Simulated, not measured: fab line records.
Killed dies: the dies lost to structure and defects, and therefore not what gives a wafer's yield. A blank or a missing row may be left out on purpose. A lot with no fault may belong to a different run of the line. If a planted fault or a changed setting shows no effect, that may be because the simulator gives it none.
Matching of chambers :: flow n5-finfet :: N5_BEOL_M2_ILD_DEP_00 on pecvd-04: 3 sister chambers
The step deposits SiOC from DEMS/O2, target thk 79 nm, time 15.3 s. 3 wafers are shown with their chamber, then 11 later ones without.

## EACH WAFER AND ITS CHAMBER
wafer: L083.5
chamber: 2
heater-power-w (W): 427

wafer: L085.2
chamber: 1
heater-power-w (W): 481

wafer: L086.2
chamber: 0
heater-power-w (W): 688

## WAFERS WITHOUT THEIR CHAMBER
wafer: L086.3
heater-power-w (W): 534

wafer: L086.6
heater-power-w (W): 509

wafer: L095.4
heater-power-w (W): 535

wafer: L095.5
heater-power-w (W): 505

wafer: L095.6
heater-power-w (W): 675

wafer: L096.1
heater-power-w (W): 703

wafer: L096.3
heater-power-w (W): 428

wafer: L096.5
heater-power-w (W): 559

wafer: L097.2
heater-power-w (W): 671

wafer: L097.3
heater-power-w (W): 502

wafer: L097.6
heater-power-w (W): 574

## EACH ONE'S CHAMBER
wafer: L086.3
from the rows above: can't be placed: 1 or 2
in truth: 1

wafer: L086.6
from the rows above: can't be placed: 1 or 2
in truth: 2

wafer: L095.4
from the rows above: can't be placed: 1 or 2
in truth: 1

wafer: L095.5
from the rows above: can't be placed: 1 or 2
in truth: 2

wafer: L095.6
from the rows above: 0
in truth: 0

wafer: L096.1
from the rows above: 0
in truth: 0

wafer: L096.3
from the rows above: can't be placed: 2 or 1
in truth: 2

wafer: L096.5
from the rows above: can't be placed: 1 or 0 or 2
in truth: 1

wafer: L097.2
from the rows above: 0
in truth: 0

wafer: L097.3
from the rows above: can't be placed: 1 or 2
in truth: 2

wafer: L097.6
from the rows above: can't be placed: 1 or 0 or 2
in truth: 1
3 of 11 placed correctly. Unplaceable from these rows: 8, with the true chamber sitting among the candidates in 8. 0 placed wrongly.
How it was worked out, from the rows above alone: a wafer's distance from a chamber is the root of the sum, over the readings, of the square of ((its reading less the chamber's mean) divided by the reading's scatter). The wafer belongs to the nearest chamber; if the next one is less than 2 further off, it can't be placed. For every chamber, the mean is computed from those of its wafers that are shown. The scatter: root of mean squared gap, hidden wafer to nearest shown wafer, with one shown wafer a chamber.
